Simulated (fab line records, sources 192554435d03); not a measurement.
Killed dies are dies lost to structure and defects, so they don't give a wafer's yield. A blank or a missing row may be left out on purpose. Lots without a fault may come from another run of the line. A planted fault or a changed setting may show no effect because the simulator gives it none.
Split-lot experiment | flow n5_finfet | 7 lots, 21 wafers read, on a route of 1938 steps

THE SPLIT
At N5_GATE_CUT_ETCH_58 (etches SiNx in CH3F/O2, target depth 17 nm, time 128.6 s), the setting bias_w was moved away from the recipe's 21 W on 4 of the 21 wafers read, by +10.2% to +12.8%. The other wafers ran this setting at the recipe's value.

The reading is taken at the split's own step.

THE READING
rf_vpp_V, in V, at N5_GATE_CUT_ETCH_58 (etches SiNx in CH3F/O2, target depth 17 nm, time 128.6 s). Fault-free wafers of this fab line usually give 99.0 V, standard deviation 1 V.

wafer  | tool, chamber at the split | bias_w as run, W | against the recipe | rf_vpp_V, V | against lot-mates on the recipe
L074.3 | rie_diel-02, 1             | 21               | recipe             | 98.9        | -
L074.5 | rie_diel-02, 0             | 21               | recipe             | 99.8        | -
L074.6 | rie_diel-02, 3             | 21               | recipe             | 97.9        | -
L076.1 | rie_diel-04, 3             | 21               | recipe             | 99.3        | -
L076.3 | rie_diel-04, 1             | 21               | recipe             | 99.2        | -
L076.5 | rie_diel-04, 2             | 21               | recipe             | 98.3        | -
L080.1 | rie_diel-02, 0             | 21               | recipe             | 98.3        | -
L080.3 | rie_diel-02, 3             | 23.47            | +11.8%             | 106.0       | +7.7
L080.4 | rie_diel-02, 2             | 23.47            | +11.8%             | 107.8       | +9.5
L083.1 | rie_diel-03, 2             | 23.68            | +12.8%             | 105.3       | +6.5
L083.4 | rie_diel-03, 1             | 21               | recipe             | 98.4        | -
L083.5 | rie_diel-03, 1             | 21               | recipe             | 99.2        | -
L087.1 | rie_diel-03, 0             | 21               | recipe             | 98.6        | -
L087.5 | rie_diel-03, 1             | 21               | recipe             | 99.2        | -
L087.6 | rie_diel-03, 3             | 21               | recipe             | 100.3       | -
L090.1 | rie_diel-03, 1             | 21               | recipe             | 99.4        | -
L090.5 | rie_diel-03, 2             | 21               | recipe             | 98.1        | -
L090.6 | rie_diel-03, 3             | 21               | recipe             | 100.0       | -
L093.2 | rie_diel-04, 0             | 21               | recipe             | 98.5        | -
L093.4 | rie_diel-04, 2             | 21               | recipe             | 98.3        | -
L093.6 | rie_diel-04, 2             | 23.15            | +10.2%             | 105.4       | +7.0

THE FIT
A straight line over all 21 wafers: rf_vpp_V changes by +0.615 V for each +1% of bias_w; r = +0.96; the points scatter about the line by 0.82 V.
The same after taking each lot's own level away (the mean of its wafers on the recipe; 21 wafers): +0.655 V for each +1%; r = +0.97; scatter 0.82 V.
On that fit, the largest move of bias_w shifts the reading by 8.4 V.
The lots' own levels span 98.30 to 99.37 V, that is 1.1 times the standard deviation above.
So the lot-to-lot level changes the slope little: the two slopes agree.
Check: with one of the wafers moved furthest among these (+12.8%) left out of the fit, the line predicts +9.17 V for it against its lot-mates. It came out at +6.5 V against them.
Tool readings at the split's step, against how far the setting was moved: rf_vpp_V r = +0.96.

THE FILE'S OWN FIT
rf_vpp_V changes by +0.631 V for each +1% of bias_w, r = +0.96.
